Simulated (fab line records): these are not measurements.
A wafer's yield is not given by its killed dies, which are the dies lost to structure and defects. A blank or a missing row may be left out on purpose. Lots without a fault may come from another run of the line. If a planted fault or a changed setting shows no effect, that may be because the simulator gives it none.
Struck lot and sound lot, side by side + flow n5-finfet + 18 out of 1938 route steps
Sound: wafers L225.1, L225.4, L225.6. Struck: wafer L241.2 (L241.4, L241.5, from the same lot, were not struck and are left out); the cause is given at the end.
Per side, at each step with rows, come the tool, then ch with its chambers, and then its first start. Under that, the readings that differ: sound wafers + struck wafers + difference of the means + sigmas: that difference in standard deviations of wafers without a fault.
alike: words and numbers the same on both sides, and readings whose means are apart by under 2 such deviations; not compared: readings that were withheld, readings missing a value for some wafer, numbers with overlapping values and no deviation given by the record, and bounds like >300 which may hide the same value.
The two part at a step that has a row with sigmas, a row that says differs or no value, or rows on one side only. Numbers that have no deviation but don't overlap get no sigmas and don't part them. A reading missing from all wafers of one side parts the sides only when that side holds two or more wafers.

first, 5 steps without rows for these wafers: N5_SD_EPI_N_EBR_05; N5_SD_EPI_N_SOFTBAKE_04 (time 60 s); N5_SD_EPI_N_EXPOSE_06 (exposes mask SD N BLK, target cd 120 nm); N5_SD_EPI_N_PEB_07 (peb time 60 s); N5_SD_EPI_N_DEVELOP_08 (develop time 30 s).
N5_SD_EPI_N_CD_MEAS_09: the cd target is 120 nm.
  sound on cd-sem-03 ch 0, day 3 10:58; struck on cd-sem-02 ch 0, day 7 08:22
  alike: cd-nm
N5_SD_EPI_N_OVL_MEAS_10:
  sound on overlay-02 ch 0, day 3 10:59; struck on overlay-02 ch 0, day 7 08:24
  alike: SD_N_BLK_OVL
N5_SD_EPI_N_INSPECT_11: inspects for defects (macro).
  sound: defect-inspect-01 at day 3 11:01; struck: defect-inspect-02 at day 7 08:25
  alike: raw-defect-count
N5_SD_EPI_N_DESCUM_14: chemistry O2, time 7.9 s.
  sound on rie-diel-01 ch 1,3, day 3 11:03; struck on rie-diel-05 ch 3, day 7 08:38
| reading                         | sound          | struck | difference | sigmas |
|---------------------------------|----------------|--------|------------|--------|
| showerhead-plenum-p-Torr (Torr) | 2.00 2.15 2.00 | 2.20   | +0.15      | +2     |
  alike: drypump-motor-current-A, oes-product-au, rf-vpp-V, temp-c, throttle-valve-pct
  not compared: rf-hours-counter-h
N5_SD_EPI_N_ETCH_34: etches SiARC in CF4, target depth 45.5 nm, time 75.8 s.
  sound on rie-diel-01 ch 1,3, day 3 11:05; struck on rie-diel-05 ch 3, day 7 08:41
| reading                         | sound          | struck | difference | sigmas |
|---------------------------------|----------------|--------|------------|--------|
| showerhead-plenum-p-Torr (Torr) | 2.04 2.19 2.04 | 2.24   | +0.15      | +2     |
  alike: drypump-motor-current-A, etch-rf-on-time-s, oes-product-au, rf-vpp-V, throttle-valve-pct
  not compared: rf-hours-counter-h
N5_SD_EPI_N_ETCH_35: etches SOC in N2/H2, overetch 108 nm, time 486 s.
  sound on rie-diel-01 ch 1,3, day 3 11:08; struck on rie-diel-05 ch 3, day 7 08:44
| reading                         | sound             | struck | difference | sigmas |
|---------------------------------|-------------------|--------|------------|--------|
| showerhead-plenum-p-Torr (Torr) | 2.42 2.59 2.41    | 2.66   | +0.19      | +2     |
| temp-c (C)                      | 40.07 39.90 40.20 | 39.79  | -0.27      | -2     |
  alike: drypump-motor-current-A, n2-flow-sccm, oes-product-au, rf-vpp-V, throttle-valve-pct
  not compared: rf-hours-counter-h
then, 1 step without rows for these wafers: N5_SD_EPI_N_STRIP_36 (strips in N2/H2).
N5_SD_EPI_N_ETCHBACK_44: etches SiNx in CH3F/O2, stops on SiO2, target depth 14.5 nm.
  sound on rie-diel-01 ch 1,3, day 3 11:28; struck on rie-diel-05 ch 3, day 7 09:04
| reading                         | sound          | struck  | difference | sigmas |
|---------------------------------|----------------|---------|------------|--------|
| over-etch-frac                  | 0.3 0.3 0.3    | 0.45767 | +0.15767   |        |
| showerhead-plenum-p-Torr (Torr) | 1.91 2.05 1.91 | 2.11    | +0.15      | +2     |
  alike: drypump-motor-current-A, oes_ar_750_au, oes-product-au, rf-vpp-V, throttle-valve-pct
  not compared: rf-hours-counter-h, model.SiARC_of_SD_EPI_N_COAT_33.thk-nm
N5_SD_EPI_N_ETCH_45: etches SiOCN in CH3F/O2, target depth 6 nm.
  sound on rie-diel-01 ch 1,3, day 3 11:34; struck on rie-diel-05 ch 3, day 7 09:10
| reading                         | sound          | struck | difference | sigmas |
|---------------------------------|----------------|--------|------------|--------|
| showerhead-plenum-p-Torr (Torr) | 1.91 2.04 1.90 | 2.10   | +0.15      | +2     |
  alike: drypump-motor-current-A, oes-product-au, rf-vpp-V, throttle-valve-pct
  not compared: rf-hours-counter-h
N5_SD_EPI_N_ETCH_16: etches SiO2 in CHF3/O2, target depth 5 nm.
  sound on rie-diel-01 ch 1,3, day 3 11:40; struck on rie-diel-05 ch 3, day 7 09:16
| reading                         | sound          | struck | difference | sigmas |
|---------------------------------|----------------|--------|------------|--------|
| showerhead-plenum-p-Torr (Torr) | 2.30 2.46 2.30 | 2.53   | +0.18      | +2     |
  alike: CHF3_flow_sccm, drypump-motor-current-A, oes_ar_750_au, oes-product-au, rf-vpp-V, throttle-valve-pct
  not compared: rf-hours-counter-h, model.SiARC_of_SD_EPI_N_COAT_33.thk-nm
then, 1 step without rows for these wafers: N5_SD_EPI_N_STRIP_47 (strips in CHF3/O2).
-- the record jumps here: 5 days lie between the struck wafers' starts before and after (it left off in module SD_EPI_N and takes up again in module BEOL_M4, whose first step shown is number 1111 of the route) --
N5_BEOL_M4_RC_MEAS_101:
  sound on prober-01 ch 0, day 8 08:08; struck on prober-02 ch 0, day 12 04:51
| reading       | sound          | struck | difference | sigmas |
|---------------|----------------|--------|------------|--------|
| SS_N (mV/dec) | 70.5 71.1 72.2 | 72.3   | +1.0       | +2     |
  alike: DIBL_N, DIBL_P, IOFF_N, IOFF_P, ION_N, ION_P, SS_P, VT_N, VT_P
-- record jumps: 4 days separate the struck wafers' starts on either side; left off in module BEOL_M4, taken up again in module PASSIVATION, whose first shown step is the route's number 1936 --
N5_PASSIVATION_PROBE_49:
  record: rows for the struck wafers here (prober-02, day 16 10:05), none for the sound ones

## WHERE THEY PART
At N5_SD_EPI_N_DESCUM_14 first; at N5_PASSIVATION_PROBE_49 last (within this record only).

WHY: whatever the simulator had introduced
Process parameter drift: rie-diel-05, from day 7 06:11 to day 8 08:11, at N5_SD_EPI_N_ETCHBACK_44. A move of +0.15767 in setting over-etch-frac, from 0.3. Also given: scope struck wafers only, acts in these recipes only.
